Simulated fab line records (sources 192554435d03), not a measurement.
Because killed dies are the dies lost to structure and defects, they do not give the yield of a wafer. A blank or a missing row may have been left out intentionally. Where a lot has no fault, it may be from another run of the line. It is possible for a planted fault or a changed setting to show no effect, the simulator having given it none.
Struck lot and sound lot, side by side / flow n5Finfet / 16 out of 1938 route steps
Sound: the wafers L962.1, L962.4, L962.6. Struck: wafers L966.1, L966.3 (left out: L966.2, a lot-mate that was not struck); the cause follows at the end.
Each step with rows lists, per side, the tool, then ch with its chambers, then its first start. Under that, the readings that differ: sound wafers / struck wafers / difference of the means / sigmas: that difference in standard deviations of wafers without a fault.
alike: a reading whose means differ by less than 2 such deviations, as well as words and numbers matching on both sides. not compared: withheld readings; readings where some wafer has no value; bounds like >300 that might hide an equal value; numbers whose values overlap and for which the record gives no deviation.
The two part at a step that has a row with sigmas, a row that says differs or no value, or rows on one side only. Numbers that don't overlap but have no deviation are shown without sigmas and don't part them. Lack of a reading on every wafer of one side parts them only where that side has two or more wafers.

first, 2 steps without rows for these wafers: N5_BEOL_M4_PEB_09 (peb time 60 s); N5_BEOL_M4_DEVELOP_10 (develop time 30 s).
N5_BEOL_M4_CD_MEAS_11: the cd target is 16.79 nm.
  sound on cdSem-02 ch 0, day 8 10:56; struck on cdSem-02 ch 0, day 10 02:49
  alike: cdNm
N5_BEOL_M4_OVL_MEAS_12:
  sound on overlay-01 ch 0, day 8 10:58; struck on overlay-02 ch 0, day 10 02:50
  alike: M4_OVL
N5_BEOL_M4_INSPECT_13: inspects for defects (brightfield).
  struck on defectInspect-01, day 10 02:54; sound on defectInspect-01, day 8 11:01
  alike: rawDefectCount
then, 1 step without rows for these wafers: N5_BEOL_M4_DESCUM_16 (chemistry O2, time 7 s).
N5_BEOL_M4_ETCH_74: etches underlayer in N2/H2, target depth 6.5 nm, time 5.2 s.
  sound on rieDiel-04 ch 2,3, day 8 11:09; struck on rieDiel-04 ch 2,3, day 10 02:58
reading=biasW (W); sound=150.5 150.4 150.3; struck=150.1 148.9; difference=-0.9; sigmas=-2
  alike: drypumpMotorCurrentA, etchRfOnTimeS, oesProductAu, rfVppV, showerheadPlenumPTorr, throttleValvePct
  not compared: rfHoursCounterH
N5_BEOL_M4_ETCH_63: etches SiARC in CF4, target depth 15.6 nm, time 26 s.
  sound on rieDiel-04 ch 2,3, day 8 11:10; struck on rieDiel-04 ch 2,3, day 10 02:59
  alike: biasW, drypumpMotorCurrentA, etchRfOnTimeS, oesProductAu, rfVppV, showerheadPlenumPTorr, throttleValvePct
  not compared: rfHoursCounterH
N5_BEOL_M4_ETCH_64: etches SOC in N2/H2, target depth 75 nm, overetch 22.5 nm, time 121.9 s.
  sound on rieDiel-04 ch 2,3, day 8 11:11; struck on rieDiel-04 ch 2,3, day 10 03:01
  alike: biasW, drypumpMotorCurrentA, oesProductAu, rfVppV, showerheadPlenumPTorr, throttleValvePct
  not compared: rfHoursCounterH
then, 2 steps without rows for these wafers: N5_BEOL_M4_STRIP_65 (strips in N2/H2); N5_BEOL_M4_STRIP_75 (strips in N2/H2).
N5_BEOL_M4_STRIP_66: strips in CF4.
  sound on rieDiel-04 ch 2,3, day 8 11:19; struck on rieDiel-04 ch 2,3, day 10 03:09
  alike: drypumpMotorCurrentA, oesProductAu, rfVppV, showerheadPlenumPTorr, throttleValvePct
  not compared: rfHoursCounterH
N5_BEOL_M4_HM_OPEN_17: chemistry Cl2/BCl3, target TiN, target depth 20 nm, overetch 6 nm.
  sound on rieMetal-01 ch 0,1, day 8 11:22; struck on rieMetal-01 ch 0,1, day 10 03:11
reading=model.SOC_of_BEOL_M4_COAT_61.thkNm (nm); sound=52.2 52.2 52.2; struck=49.6 49.6; difference=-2.6; sigmas=
  alike: biasW, drypumpMotorCurrentA, oes_ar_750_au, oesProductAu, throttleValvePct
  not compared: rfHoursCounterH
N5_BEOL_M4_STRIP_19: strips in O2.
  sound on rieDiel-04 ch 1,3, day 8 11:29; struck on rieDiel-04 ch 2,3, day 10 03:18
  alike: drypumpMotorCurrentA, oesProductAu, rfVppV, showerheadPlenumPTorr, throttleValvePct
  not compared: rfHoursCounterH
N5_BEOL_M4_RC_MEAS_101:
  sound on prober-01 ch 0, day 9 03:13; struck on prober-02 ch 0, day 10 15:08
reading=DIBL_N (mV/V); sound=36.1 33.4 34.6; struck=38.4 38.9; difference=+3.9; sigmas=+2
reading=IOFF_P (nA/um); sound=0.20 0.19 0.20; struck=0.25 0.31; difference=+0.08; sigmas=+2
  alike: DIBL_P, IOFF_N, ION_N, ION_P, SS_N, SS_P, VT_N, VT_P
N5_PASSIVATION_PROBE_49:
  sound wafers here have rows in the record (prober-02, day 13 06:57); struck ones have none

WHERE THEY PART
Last at N5_PASSIVATION_PROBE_49 as far as this record goes, first at N5_BEOL_M4_ETCH_74.

WHY: the cause the simulator had injected
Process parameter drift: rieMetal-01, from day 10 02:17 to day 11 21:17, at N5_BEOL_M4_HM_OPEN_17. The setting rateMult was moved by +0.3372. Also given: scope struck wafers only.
